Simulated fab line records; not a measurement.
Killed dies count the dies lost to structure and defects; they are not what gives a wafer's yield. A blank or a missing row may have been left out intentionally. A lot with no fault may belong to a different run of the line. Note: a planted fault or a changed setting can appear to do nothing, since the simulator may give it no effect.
fab line records ; flow n5_finfet
[record] lots = 10; wafers = 29; last_day = 16
route steps=1938 shown BEOL_M2@926 BEOL_M3@931 BEOL_M4@1111
lots with no fault: from the same line, run without faults
start_h: start of the lot's first displayed wafer, in hours after the record's first day ; wait_h: how many hours have passed since the lot's step before this one ; " same as the row above ; L1.1+2: one row covering several wafers at once ; - no value, or no start was given ; * or withheld: withheld ; < > ~ a bound
route shown NAME@n: NAME is a module with steps in the file, n the number in the route of the first one ; usual: mean/standard deviation taken from wafers without a fault ; same: alike in all rows ; chamber/n: place in a boat ; sites: the reading at each site ; _std_site: their standard deviation ; _edge_site: the outer-site mean with the inner-site mean subtracted ; radius_mm: for every site, how far away it sits from the centre of the wafer ; mask NAME#n: copy n ; behind: the tool/chamber that last shaped the wafer ; hold: why the lot went on hold/how many hours it stayed there/how the hold came to an end ; device: names the non-switching transistor (n, p or np) ; end of line: at the end of the route, the tests of the same wafers ; a step with no rows: only its recipe ; killed: dies that structure and defects cost at the first sort, which is not the same as the wafer's yield ; map: the dies of a wafer, with x for killed, . for not killed, _ for no die there
set.NAME: the setting that was run; set.NAME@STEP: the one run at that earlier step ; model.NAME: the simulator's own value behind a step, which no gauge read
steps of the route over a sample of lots; a table a step, a row a wafer
services: the hour from which a tool's chamber was out of use, counted from the record's first day as start_h (under 0 if before that day), plus the number of hours and why
[[steps]]
[step N5_BEOL_M2_CO_CAP_55]
[recipe] material = Co; target_thk_a = 20; temp_c = 200; precursor = CCTBA/H2; pressure_torr = 30; time_s = 102.1
[usual] heater_power_w = 237/28; run_length_s = 125.1/0.67
lot.wafer;tool;chamber;start_h;wait_h;heater_power_w;run_length_s
L748.3;cvd_co-01;2;157.40;0.0;261;125.8
L748.5;cvd_co-01;0;157.40;0.0;237;124.9
L750.1;cvd_co-02;0;167.00;0.0;219;126.0
L750.3;cvd_co-02;1;167.00;0.0;220;124.1
L750.5;cvd_co-02;0;167.00;0.0;206;125.9
L751.2;cvd_co-02;2;168.91;0.0;224;124.8
L751.3;cvd_co-02;1;168.91;0.0;220;124.6
L751.6;cvd_co-02;2;168.91;0.0;220;125.2
L754.1;cvd_co-01;1;211.76;0.0;303;125.8
L754.4;cvd_co-01;1;211.76;0.0;303;125.3
L754.5;cvd_co-01;2;211.76;0.0;256;125.2
L756.2;cvd_co-02;2;223.87;0.0;221;124.8
L756.4;cvd_co-02;1;223.87;0.0;225;123.8
L756.5;cvd_co-02;0;223.87;0.0;215;125.9
L757.1;cvd_co-02;2;228.41;0.0;219;125.1
L757.3;cvd_co-02;1;228.41;0.0;224;123.7
L757.6;cvd_co-02;0;228.41;0.0;212;125.6
L758.1;cvd_co-02;0;228.65;0.0;211;126.0
L758.3;cvd_co-02;2;228.65;0.0;223;124.7
L758.4;cvd_co-02;0;228.65;0.0;215;125.9
L760.3;cvd_co-02;1;234.82;0.0;226;123.8
L760.4;cvd_co-02;0;234.82;0.0;216;125.6
L760.5;cvd_co-02;2;234.82;0.0;218;124.7
L761.2;cvd_co-02;2;239.41;0.0;218;55.8
L761.3;cvd_co-02;0;239.41;0.0;212;125.9
L761.5;cvd_co-02;2;239.41;0.0;220;125.2
L762.2;cvd_co-02;0;240.31;0.0;210;56.6
L762.5;cvd_co-02;1;240.31;0.0;225;123.9
L762.6;cvd_co-02;0;240.31;0.0;209;126.6
[step N5_BEOL_M2_DEP_57]
[recipe] material = SiCN; target_thk_a = 80; temp_c = withheld; precursor = 3MS/NH3; pressure_torr = 3; rf_w = 202; time_s = 14
[usual] rf_fwd_power_W = 199.4/0.95; showerhead_plenum_p_Torr = 3.664/0.011; throttle_valve_pct = 9.2/0.58
lot.wafer;tool;chamber;start_h;wait_h;rf_fwd_power_W;showerhead_plenum_p_Torr;throttle_valve_pct
L748.3;pecvd-04;0;157.52;0.0;199.4;3.652;9.8
L748.5;pecvd-04;0;157.52;0.0;200.1;3.650;9.7
L750.1;pecvd-04;2;167.12;0.0;198.7;3.654;9.8
L750.3;pecvd-04;1;167.12;0.0;200.0;3.664;9.1
L750.5;pecvd-04;1;167.12;0.0;199.6;3.665;9.1
L751.2;pecvd-01;2;169.04;0.0;200.2;3.683;7.9
L751.3;pecvd-01;1;169.04;0.0;201.6;3.679;9.4
L751.6;pecvd-01;1;169.04;0.0;200.1;3.674;9.7
L754.1;pecvd-01;1;211.88;0.0;200.3;3.676;9.6
L754.4;pecvd-01;1;211.88;0.0;200.2;3.671;9.6
L754.5;pecvd-01;2;211.88;0.0;200.2;3.666;8.1
L756.2;pecvd-03;2;223.99;0.0;198.7;3.673;8.9
L756.4;pecvd-03;0;223.99;0.0;199.5;3.655;9.5
L756.5;pecvd-03;1;223.99;0.0;199.0;3.678;9.2
L757.1;pecvd-04;0;228.54;0.0;200.0;3.652;10.1
L757.3;pecvd-04;0;228.54;0.0;200.5;3.641;10.0
L757.6;pecvd-04;1;228.54;0.0;198.7;3.665;9.1
L758.1;pecvd-03;0;228.76;0.0;199.7;3.655;9.2
L758.3;pecvd-03;1;228.76;0.0;199.2;3.686;9.3
L758.4;pecvd-03;2;228.76;0.0;197.9;3.664;8.9
L760.3;pecvd-03;1;234.94;0.0;197.8;3.679;9.3
L760.4;pecvd-03;1;234.94;0.0;198.1;3.683;8.9
L760.5;pecvd-03;2;234.94;0.0;198.2;3.655;8.9
L761.2;pecvd-04;2;239.53;0.0;198.0;3.656;8.1
L761.3;pecvd-04;1;239.53;0.0;198.5;3.658;9.1
L761.5;pecvd-04;0;239.53;0.0;199.1;3.649;9.8
L762.2;pecvd-04;2;240.43;0.0;198.8;3.667;8.0
L762.5;pecvd-04;0;240.43;0.0;198.7;3.660;10.0
L762.6;pecvd-04;2;240.43;0.0;199.0;3.660;8.0
[step N5_BEOL_M2_RS_MEAS_58]
[recipe] thk_meas_gauge = four-point-probe; reads = Co_of_BEOL_M2_CO_CAP_55+Cu_of_BEOL_M2_ECD_50+Co_of_BEOL_M2_CVD_47+TaN_of_BEOL_M2_ALD_84
[usual] M2_RS = 0.67/0.04
lot.wafer;tool;chamber;start_h;wait_h;M2_RS[ohm/sq]
L748.3;film_metro-01;-;157.59;0.1;0.73
L748.5;film_metro-01;-;157.59;0.1;0.66
L750.1;film_metro-02;-;167.18;0.0;0.74
L750.3;film_metro-02;-;167.18;0.0;0.61
L750.5;film_metro-02;-;167.18;0.0;0.66
L751.2;film_metro-02;-;169.12;0.1;0.64
L751.3;film_metro-02;-;169.12;0.1;0.67
L751.6;film_metro-02;-;169.12;0.1;0.68
L754.1;film_metro-02;-;211.94;0.0;0.71
L754.4;film_metro-02;-;211.94;0.0;0.65
L754.5;film_metro-02;-;211.94;0.0;0.62
L756.2;film_metro-02;-;224.06;0.1;0.68
L756.4;film_metro-02;-;224.06;0.1;0.72
L756.5;film_metro-02;-;224.06;0.1;0.60
L757.1;film_metro-01;-;228.62;0.1;0.67
L757.3;film_metro-01;-;228.62;0.1;0.72
L757.6;film_metro-01;-;228.62;0.1;0.65
L758.1;film_metro-01;-;228.83;0.0;0.61
L758.3;film_metro-01;-;228.83;0.0;0.68
L758.4;film_metro-01;-;228.83;0.0;0.68
L760.3;film_metro-02;-;235.00;0.1;0.66
L760.4;film_metro-02;-;235.00;0.1;0.63
L760.5;film_metro-02;-;235.00;0.1;0.69
L761.2;film_metro-01;-;239.60;0.1;0.70
L761.3;film_metro-01;-;239.60;0.1;0.69
L761.5;film_metro-01;-;239.60;0.1;0.66
L762.2;film_metro-01;-;240.50;0.1;0.58
L762.5;film_metro-01;-;240.50;0.1;0.71
L762.6;film_metro-01;-;240.50;0.1;0.61
[step N5_BEOL_M3_ILD_DEP_00]
[recipe] material = SiOC; target_thk_a = 790; temp_c = 350; precursor = DEMS/O2; pressure_torr = 5; rf_w = 500; time_s = 15.3
[usual] heater_power_w = 494/83; rf_fwd_power_W = 493.6/2.1; showerhead_plenum_p_Torr = 5.694/0.014; throttle_valve_pct = 12.1/0.67
lot.wafer;tool;chamber;start_h;wait_h;heater_power_w;rf_fwd_power_W;showerhead_plenum_p_Torr;throttle_valve_pct
L748.3;pecvd-01;0;157.65;0.0;486;497.0;5.678;11.4
L748.5;pecvd-01;0;157.65;0.0;499;494.5;5.676;11.4
L750.1;pecvd-01;0;167.25;0.0;430;496.2;5.683;11.2
L750.3;pecvd-01;2;167.25;0.0;443;495.6;5.703;10.6
L750.5;pecvd-01;0;167.25;0.0;439;496.8;5.682;11.5
L751.2;pecvd-02;0;169.18;0.0;559;497.0;5.689;12.9
L751.3;pecvd-02;1;169.18;0.0;517;494.6;5.673;12.7
L751.6;pecvd-02;0;169.18;0.0;560;493.0;5.692;12.5
L754.1;pecvd-02;1;212.01;0.0;521;491.1;5.682;12.7
L754.4;pecvd-02;2;212.01;0.0;451;490.3;5.705;11.0
L754.5;pecvd-02;1;212.01;0.0;516;491.8;5.670;12.7
L756.2;pecvd-01;1;224.12;0.0;366;496.6;5.726;12.7
L756.4;pecvd-01;2;224.12;0.0;487;494.9;5.703;10.5
L756.5;pecvd-01;1;224.12;0.0;362;497.5;5.711;12.6
L757.1;pecvd-02;2;228.69;0.0;386;494.7;5.704;11.1
L757.3;pecvd-02;1;228.69;0.0;520;491.5;5.676;12.3
L757.6;pecvd-02;1;228.69;0.0;512;492.4;5.691;12.5
L758.1;pecvd-02;1;228.89;0.0;523;492.4;5.680;12.7
L758.3;pecvd-02;0;228.89;0.0;526;493.6;5.679;12.7
L758.4;pecvd-02;2;228.89;0.0;393;489.4;5.687;11.3
L760.3;pecvd-02;0;235.07;0.0;504;495.5;5.695;12.9
L760.4;pecvd-02;0;235.07;0.0;509;493.1;5.699;12.6
L760.5;pecvd-02;1;235.07;0.0;431;492.9;5.696;12.9
L761.2;pecvd-02;2;239.66;0.0;463;493.8;5.694;11.6
L761.3;pecvd-02;0;239.66;0.0;493;495.3;5.687;12.8
L761.5;pecvd-02;2;239.66;0.0;458;493.4;5.691;11.3
L762.2;pecvd-02;0;240.56;0.0;495;495.5;5.697;12.6
L762.5;pecvd-02;1;240.56;0.0;476;491.4;5.676;12.5
L762.6;pecvd-02;0;240.56;0.0;495;495.2;5.683;12.7
[step N5_BEOL_M4_RC_MEAS_101]
[usual] DIBL_N = 37.5/2.5; DIBL_P = 38/3.1; IOFF_N = 0.19/0.059; IOFF_P = 0.24/0.061; ION_N = 679/16; ION_P = 465/9.8; SS_N = 72.0/0.8; SS_P = 73.7/0.86; VT_N = 248/4.5; VT_P = -249/3.5
lot.wafer;tool;chamber;start_h;wait_h;DIBL_N[mV/V];DIBL_P[mV/V];IOFF_N[nA/um];IOFF_P[nA/um];ION_N[uA/um];ION_P[uA/um];SS_N[mV/dec];SS_P[mV/dec];VT_N[mV];VT_P[mV]
L748.3;prober-02;0;179.86;0.3;37.4;40;0.18;0.24;675;466;71.5;73.8;248;-248
L748.5;prober-02;0;179.86;0.3;35.7;38;0.14;0.19;666;463;71.5;73.9;254;-252
L750.1;prober-02;0;188.58;0.0;37.5;38;0.19;0.24;679;463;71.3;73.4;249;-248
L750.3;prober-02;0;188.58;0.0;41.0;43;0.31;0.37;711;480;72.8;75.0;238;-242
L750.5;prober-02;0;188.58;0.0;37.7;38;0.18;0.25;683;469;72.1;73.4;248;-247
L751.2;prober-02;0;191.94;0.2;31.0;28;0.08;0.12;644;452;70.6;70.8;259;-255
L751.3;prober-02;0;191.94;0.2;33.5;33;0.12;0.18;679;467;69.8;72.5;253;-251
L751.6;prober-02;0;191.94;0.2;33.7;35;0.13;0.19;672;462;70.2;73.0;250;-250
L754.1;prober-01;0;237.18;0.1;34.4;35;0.10;0.16;657;453;70.8;73.2;260;-253
L754.4;prober-01;0;237.18;0.1;38.7;39;0.18;0.24;673;467;71.8;74.1;247;-249
L754.5;prober-01;0;237.18;0.1;37.1;37;0.14;0.20;651;452;71.5;73.1;252;-251
L756.2;prober-01;0;251.57;0.2;39.7;42;0.30;0.37;716;484;72.8;74.3;239;-239
L756.4;prober-01;0;251.57;0.2;33.7;34;0.13;0.19;670;461;72.0;72.9;252;-251
L756.5;prober-01;0;251.57;0.2;36.6;38;0.21;0.29;701;486;71.9;74.4;241;-244
L757.1;prober-02;0;252.06;0.0;39.0;40;0.23;0.28;694;469;71.8;73.5;244;-247
L757.3;prober-02;0;252.06;0.0;36.6;38;0.17;0.24;672;463;71.9;73.4;249;-248
L757.6;prober-02;0;252.06;0.0;42.2;45;0.37;0.43;714;484;72.8;74.8;238;-242
L758.1;prober-02;0;253.23;0.0;35.6;35;0.15;0.17;660;448;71.4;73.2;250;-255
L758.3;prober-02;0;253.23;0.0;34.5;34;0.14;0.17;672;453;71.0;72.5;248;-255
L758.4;prober-02;0;253.23;0.0;37.2;38;0.18;0.22;678;450;71.9;73.9;246;-250
L761.2;prober-01;0;258.22;0.2;39.9;42;0.28;0.31;702;470;72.3;74.8;242;-245
L761.3;prober-01;0;258.22;0.2;39.4;43;0.25;0.32;690;468;71.7;75.0;246;-244
L761.5;prober-01;0;258.22;0.2;39.4;43;0.26;0.32;686;470;72.6;74.6;243;-246
L760.3;prober-02;0;259.21;0.3;35.8;36;0.13;0.21;659;465;71.9;73.3;256;-249
L760.4;prober-02;0;259.21;0.3;36.5;37;0.14;0.21;658;455;71.5;73.3;252;-250
L760.5;prober-02;0;259.21;0.3;38.3;38;0.19;0.27;682;471;72.0;74.3;248;-248
L762.2;prober-02;0;262.83;0.2;36.4;37;0.15;0.19;668;458;71.9;73.5;253;-251
L762.5;prober-02;0;262.83;0.2;36.4;37;0.15;0.20;679;466;72.0;73.8;252;-252
L762.6;prober-02;0;262.83;0.2;37.9;40;0.19;0.24;689;471;72.1;74.0;248;-248
[[services]]
tool;chamber;start_h;hours;kind
pecvd-01;2;146.37;5.5;scheduled_down
cvd_co-01;-;163.02;0.8;repair
pecvd-02;2;167.45;5.0;scheduled_down
pecvd-01;0;168.30;5.9;repair
pecvd-04;1;178.07;2.1;scheduled_down
pecvd-02;0;182.67;2.3;repair
pecvd-02;-;184.08;0.6;repair
pecvd-04;2;204.83;2.1;scheduled_down
pecvd-04;2;206.96;-;clean
pecvd-04;2;206.96;-;consumable_replace:showerhead
pecvd-04;2;206.96;29.0;scheduled_down
pecvd-04;2;206.96;29.0;vent_cycle
pecvd-03;-;209.60;1.2;repair
pecvd-02;0;231.33;2.1;scheduled_down
pecvd-03;2;237.88;5.4;repair
pecvd-01;0;239.22;2.1;scheduled_down
[[key]]
[first_sign] step = N5_BEOL_M2_CO_CAP_55; reading = run_length_s; direction = down; sigmas = 99+; usual = *; struck = *
effect none on later readings
met_at N5_BEOL_M2_CO_CAP_55
struck_lots L761,L762
struck_wafers L761.2,L762.2
not_acting_at N5_BEOL_M2_DEP_57,N5_BEOL_M2_RS_MEAS_58,N5_BEOL_M3_ILD_DEP_00
onset_between 234.82 239.41
[fault] kind = process_parameter_drift; tool = cvd_co-02; chamber = -; onset_h = 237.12; steps = N5_BEOL_M2_CO_CAP_55; channel = time_s; offset = *; shape = step; end_h = 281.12; scope = struck_wafers_only; acts_in = *; stated = *
